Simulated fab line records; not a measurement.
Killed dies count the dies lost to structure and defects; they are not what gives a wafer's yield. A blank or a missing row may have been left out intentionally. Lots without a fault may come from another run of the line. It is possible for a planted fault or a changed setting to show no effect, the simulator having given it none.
Code-filled problem report in 8D (eight disciplines) form -- flow n5_finfet -- the parts of the form that need people (team, actions taken, sign-off) are left out

1. WHAT WENT WRONG
Wafers without a fault read 360.6 nm, standard deviation 1.6; cd_nm at N5_BEOL_M15_CD_MEAS_10 reads a mean of 370.6 nm on 3 wafers belonging to 2 lots. Relative to the usual mean, that is a shift of +6.3 standard deviations.
The step: target cd 360 nm.
First observed at day 14 08:35: wafer L989.2, on cd_sem-01. Wafers with a number at this step in the record: 32, from 11 lots. Rule for "out" (also "out of limits"): further than 4 standard deviations from the usual mean. All remaining wafers that have a number are taken as sound.

2. WHAT IT IS, AND WHAT IT ISN'T
question,is,is not
which readings at this step,cd_nm,-
which lots,"L984, L989","L101, L102, L104, L105, L106, L985, L986, L998, L999"
which wafers of those lots,"L984.4, L989.2, L989.4","L984.1, L989.6"
read on which gauges,"cd_sem-01, cd_sem-02",cd_sem-03
when,from day 14 08:35,"up to then (7 sound wafers); but 22 sound wafers of L101, L102, L104, L105, L106, L984, L998, L999 came after"

3. THE SUSPECTS, EACH WITH WHAT RULES IT OUT
Counting: if a tool at a process step up to the reading ran every lot that is out, it stays a suspect. Sound lots after the first of them don't rule it out here, since some wafers of a struck lot are sound.
- the gauge at N5_BEOL_M15_CD_MEAS_10 has been ruled out. Those wafers that are out were read across 2 gauges (cd_sem-01, cd_sem-02).
- krf_scanner-01 at N5_BEOL_M15_EXPOSE_07 (exposes mask V14): kept. Ran every lot that is out, first one L989 (day 14 08:25); last sound lot up to then L986 (day 14 03:50).
After counting, what remains is krf_scanner-01 at N5_BEOL_M15_EXPOSE_07.

4. THE CAUSE (what the simulator had put in)
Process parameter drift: krf_scanner-01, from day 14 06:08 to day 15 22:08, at N5_BEOL_M15_EXPOSE_07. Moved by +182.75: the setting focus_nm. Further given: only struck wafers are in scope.
This tool alone remained once counting was done.

5. THE CHAIN OF EFFECTS, in route order
Each row: a reading whose mean over the struck wafers that have a number lies more than 3 standard deviations from the usual. Only readings whose record carries a usual standard deviation are examined. hours: median over the lots of the time between each lot's start at the first step of this table that gives one and its start at this step. sigmas: the change, counted in usual standard deviations.
hours,step,reading,usual,on struck wafers,change,sigmas
0,N5_BEOL_M15_CD_MEAS_10,cd_nm,360.6 nm,370.6,+10.0,+6.3

6. WHAT WOULD HAVE CAUGHT IT SOONER
2 hours passed between the start of the fault at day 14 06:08 and the first reading out of limits at a measuring or inspecting step in this record, taken at day 14 08:35.
An alarm limit of 4 standard deviations would not have fired on the tool readings at N5_BEOL_M15_EXPOSE_07 for which the record gives a usual standard deviation, since none of them was out on any struck wafer.
Lots out: 2; of these, L984 started N5_BEOL_M15_EXPOSE_07 on krf_scanner-01 after day 14 08:35. A hold on the tool at that time would have spared it.
